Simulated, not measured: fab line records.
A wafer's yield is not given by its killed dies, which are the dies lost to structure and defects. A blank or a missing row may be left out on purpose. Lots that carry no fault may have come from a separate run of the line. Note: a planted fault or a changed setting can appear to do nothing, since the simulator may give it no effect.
The same fault as seen by 2 desks | flow nandHarc | what lay behind the numbers comes last; until then each desk has only its own

== METROLOGY DESK ==
What the gauges read, lot by lot, whatever tool the lot ran on: means of the sampled wafers that have a number. Any lot whose mean is over 4 standard deviations away from the usual mean is out of limits and marked OUT; that distance is given in the brackets.
Columns: A = thkNm at NHARC_A_DECK1_JOINT_THK_MEAS_14, usual 50.7 nm; B = thkNm at NHARC_A_DECK1_JOINT_THK_MEAS_17, usual 45.2 nm; C = thkNm at NHARC_A_ONON_D2_THK_MEAS_08, usual 1001 nm
lot  | first seen here | A    | B    | C
L270 | day 11 15:36    | 49.3 | 45.2 | 1014
L272 | day 12 23:57    | 50.1 | 45.3 | 1009
L273 | day 13 11:05    | 52.0 | 45.0 | 1010
L274 | day 13 18:29    | 49.5 | 45.5 | 994
L275 | day 13 21:20    | 49.0 | 45.2 | 1011
L278 | day 15 12:43    | 47.9 | 44.6 | 1009
L280 | day 15 18:30    | 52.1 | 45.4 | 998
L281 | day 16 07:16    | 49.9 | 44.2 | 1011
L282 | day 17 06:04    | 52.1 | 45.4 | 988
L284 | day 18 02:16    | 49.6 | 47.8 | 992
L285 | day 18 02:17    | 52.1 | 49.9 | 990
L287 | day 19 11:46    | 51.1 | 49.5 | 980
This desk's verdict: no lot among the 12 shows anything out of limits.

== FOR THE TOOL OWNER'S DESK: pecvd-03 ==
The tool's own readings at NHARC_A_DECK1_JOINT_DEP_16 (deposits SiO2, target thk 45 nm): means of the sampled wafers that have a number, for each lot that ran on this tool. Any lot whose mean is over 4 standard deviations away from the usual mean is out of limits and marked OUT; that distance is given in the brackets.
Columns: A = flowSccm at NHARC_A_DECK1_JOINT_DEP_16, usual 2649 sccm; B = heaterPowerW at NHARC_A_DECK1_JOINT_DEP_16, usual 564 W; C = throttleValvePct at NHARC_A_DECK1_JOINT_DEP_16, usual 16.1 %
lot  | first seen here | A    | B   | C
L270 | day 12 16:47    | 2643 | 576 | 16.1
L273 | day 14 10:05    | 2651 | 642 | 16.1
L274 | day 14 17:44    | 2650 | 611 | 16.1
L275 | day 14 17:55    | 2661 | 582 | 16.1
L284 | day 19 03:15    | 2645 | 547 | 15.8
L285 | day 19 03:22    | 2657 | 581 | 16.1
L287 | day 20 10:27    | 2658 | 650 | 16.1
This desk's verdict: no lot among the 7 shows anything out of limits.

== TAKEN TOGETHER ==
From the metrology desk's view, nothing was out of limits.
The desk of the tool owner found nothing out of limits.

== WHAT THE SIMULATOR HAD INSERTED ==
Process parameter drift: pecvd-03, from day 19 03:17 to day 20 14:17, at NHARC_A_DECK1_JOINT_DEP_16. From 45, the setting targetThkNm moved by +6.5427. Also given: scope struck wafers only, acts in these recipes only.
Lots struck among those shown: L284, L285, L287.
